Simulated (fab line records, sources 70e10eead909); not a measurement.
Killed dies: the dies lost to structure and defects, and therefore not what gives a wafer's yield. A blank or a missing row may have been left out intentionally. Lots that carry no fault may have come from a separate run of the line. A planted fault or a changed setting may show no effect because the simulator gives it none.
Matching of chambers	flow nand-harc	pecvd-01 running NHARC_A_STAIRCASE_DEP_151: 3 sister chambers
The step deposits SiO2, target thk 7200 nm. 20 wafers are shown with their chamber, then 10 later ones without.

## EACH WAFER AND ITS CHAMBER
wafer	chamber	heater-power-w (W)
L076.2	0	707
L076.3	2	695
L076.6	2	542
L080.3	1	619
L080.4	2	552
L080.5	0	589
L079.1	1	654
L079.4	1	518
L079.6	2	544
L083.3	2	699
L083.4	0	587
L083.6	1	503
L089.2	0	597
L089.3	1	627
L089.4	2	547
L090.1	0	644
L090.2	2	672
L090.3	1	634
L092.1	0	642
L092.3	1	673

SIGNATURES (averages over the wafers above)
reading	chamber 0	chamber 1	chamber 2	scatter within a chamber
heater-power-w	627.67	604.00	607.29	65.4
Rule: for each reading, subtract the chamber's mean from the wafer's reading, divide by that reading's scatter and square the result; add these up over the readings and take the root, which gives the wafer's distance from the chamber. If the next closest chamber is less than 2 further off than the closest, the wafer can't be placed; otherwise it belongs to the closest. The scatter is the square root of a quotient: the sum, over the shown wafers, of each reading's squared deviation from its chamber's mean, divided by wafers minus chambers.

## WAFERS MISSING THEIR CHAMBER
wafer	heater-power-w (W)
L092.6	556
L092.2	578
L092.4	602
L092.5	559
L094.1	562
L094.2	744
L094.4	544
L096.2	633
L096.4	544
L096.6	598

## CHAMBER TAKEN BY EACH
wafer	from the rows above	in truth
L092.6	can't be placed: 1 or 2 or 0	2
L092.2	can't be placed: 1 or 2 or 0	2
L092.4	can't be placed: 1 or 2 or 0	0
L092.5	can't be placed: 1 or 2 or 0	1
L094.1	can't be placed: 1 or 2 or 0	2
L094.2	can't be placed: 0 or 2 or 1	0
L094.4	can't be placed: 1 or 2 or 0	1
L096.2	can't be placed: 0 or 2 or 1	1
L096.4	can't be placed: 1 or 2 or 0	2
L096.6	can't be placed: 1 or 2 or 0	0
0 of 10 placed correctly. Cannot be placed on the basis of these rows: 10; the candidates contain the true chamber in 10. 0 placed wrongly.
